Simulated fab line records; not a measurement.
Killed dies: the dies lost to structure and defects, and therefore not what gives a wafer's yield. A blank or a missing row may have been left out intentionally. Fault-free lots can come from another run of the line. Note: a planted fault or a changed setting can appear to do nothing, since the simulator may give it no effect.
A lot that was struck, set against a sound lot -- flow n5Finfet -- 19 out of 1938 route steps
Sound: the wafers L330.2, L330.4, L330.6. Struck: wafers L345.2, L345.4 (left out: L345.6, a lot-mate that was not struck); the cause follows at the end.
Each step with rows lists, per side, the tool, then ch with its chambers, then its first start. Under that, the readings that differ: sound wafers -- struck wafers -- difference of the means -- sigmas: that difference in standard deviations of wafers without a fault.
alike: words and numbers the same on both sides, and readings whose means are apart by under 2 such deviations; not compared: readings that were withheld, readings missing a value for some wafer, numbers with overlapping values and no deviation given by the record, and bounds like >300 which may hide the same value.
A row with sigmas, a row that says differs or no value, or rows on one side alone: a step with any of these is where the two part. Numbers that don't overlap but have no deviation are shown without sigmas and don't part them. A reading that every wafer of one side lacks parts them only if that side has two wafers or more.

first, 9 steps without rows for these wafers: N5_BEOL_M1_COAT_67 (time 60 s, resist thk 60 nm); N5_BEOL_M1_COAT_68 (time 60 s, resist thk 12 nm); N5_BEOL_M1_COAT_76 (time 60 s, resist thk 5 nm); N5_BEOL_M1_COAT_22 (resist thk 30 nm); N5_BEOL_M1_EBR_24; N5_BEOL_M1_SOFTBAKE_23 (time 60 s); N5_BEOL_M1_EXPOSE_25 (exposes mask V0, defocus 5 nm, target cd 24 nm); N5_BEOL_M1_PEB_26 (peb time 60 s); N5_BEOL_M1_DEVELOP_27 (develop time 30 s).
N5_BEOL_M1_CD_MEAS_28: target cd y 23.3 nm.
  sound on cdSem-03 ch 0, day 6 05:34; struck on cdSem-03 ch 0, day 10 03:49
  alike: cdNm
N5_BEOL_M1_OVL_MEAS_29:
  sound on overlay-01 ch 0, day 6 05:37; struck on overlay-01 ch 0, day 10 03:50
  alike: V0_OVL
N5_BEOL_M1_INSPECT_30: inspects for defects (brightfield).
  sound on defectInspect-02, day 6 05:40; struck on defectInspect-02, day 10 03:53
  alike: rawDefectCount
N5_BEOL_M1_DESCUM_33: chemistry O2, time 7 s.
  sound on rieDiel-06 ch 1,2, day 6 05:49; struck on rieDiel-06 ch 2,3, day 10 03:56
reading,sound,struck,difference,sigmas
model.CAR-EUV_of_BEOL_M1_COAT_22.thkNm (nm),26.2 26 26,25.2 25.4,-0.8,
  alike: drypumpMotorCurrentA, oesProductAu, rfFwdPowerW, rfVppV, showerheadPlenumPTorr, throttleValvePct
  not compared: rfHoursCounterH
N5_BEOL_M1_ETCH_77: etches underlayer in N2/H2, target depth 6.5 nm, time 5.2 s.
  sound on rieDiel-06 ch 1,2, day 6 05:50; struck on rieDiel-06 ch 2,3, day 10 03:58
  alike: drypumpMotorCurrentA, etchRfOnTimeS, oesProductAu, rfFwdPowerW, rfVppV, showerheadPlenumPTorr, throttleValvePct
  not compared: rfHoursCounterH
N5_BEOL_M1_ETCH_69: etches SiARC in CF4, target depth 15.6 nm, time 26 s.
  sound on rieDiel-06 ch 1,2, day 6 05:52; struck on rieDiel-06 ch 2,3, day 10 03:59
  alike: drypumpMotorCurrentA, etchRfOnTimeS, mfcArSccm, oesProductAu, rfFwdPowerW, rfVppV, showerheadPlenumPTorr, throttleValvePct
  not compared: rfHoursCounterH
N5_BEOL_M1_ALD_98: deposits SiO2, target thk 2.5 nm, pulse time 1 s, co reactant pulse time 1 s.
  sound on aldSin-04 ch 0,3, day 6 05:56; struck on aldSin-03 ch 0,2, day 10 04:04
reading,sound,struck,difference,sigmas
heaterPowerW (W),73 60 59,83 88,+22,+3
  alike: precursorPulseHeightRel, susceptorTempC
N5_BEOL_M1_ETCHBACK_99: etches SiO2 in CHF3, target depth 5 nm, time 10.4 s.
  sound on rieDiel-06 ch 1,3, day 6 08:59; struck on rieDiel-06 ch 0,2, day 10 17:00
reading,sound,struck,difference,sigmas
model.CAR-EUV_of_BEOL_M1_COAT_22.thkNm (nm),10.6 10.4 10.4,9.6 9.6,-0.9,
  alike: drypumpMotorCurrentA, mfcArSccm, oes_f_703_au, oesProductAu, rfFwdPowerW, rfVppV, showerheadPlenumPTorr, throttleValvePct
  not compared: rfHoursCounterH
N5_BEOL_M1_ETCH_70: etches SOC in N2/H2, target depth 80 nm, overetch 16 nm, time 120 s.
  sound on rieDiel-06 ch 1,3, day 6 09:01; struck on rieDiel-06 ch 0,2, day 10 17:02
  alike: drypumpMotorCurrentA, oesProductAu, rfFwdPowerW, rfVppV, showerheadPlenumPTorr, throttleValvePct
  not compared: rfHoursCounterH
N5_BEOL_M4_RC_MEAS_101:
  sound on prober-01 ch 0, day 7 20:33; struck on prober-02 ch 0, day 12 12:58
  alike: DIBL_N, DIBL_P, IOFF_N, IOFF_P, ION_N, ION_P, SS_N, SS_P, VT_N, VT_P

## WHERE THEY PART
Within this record, at N5_BEOL_M1_ALD_98 only. Later steps at which nothing parts them and some readings are alike: N5_BEOL_M1_ETCHBACK_99, N5_BEOL_M1_ETCH_70, N5_BEOL_M4_RC_MEAS_101.

WHY: the cause the simulator had injected
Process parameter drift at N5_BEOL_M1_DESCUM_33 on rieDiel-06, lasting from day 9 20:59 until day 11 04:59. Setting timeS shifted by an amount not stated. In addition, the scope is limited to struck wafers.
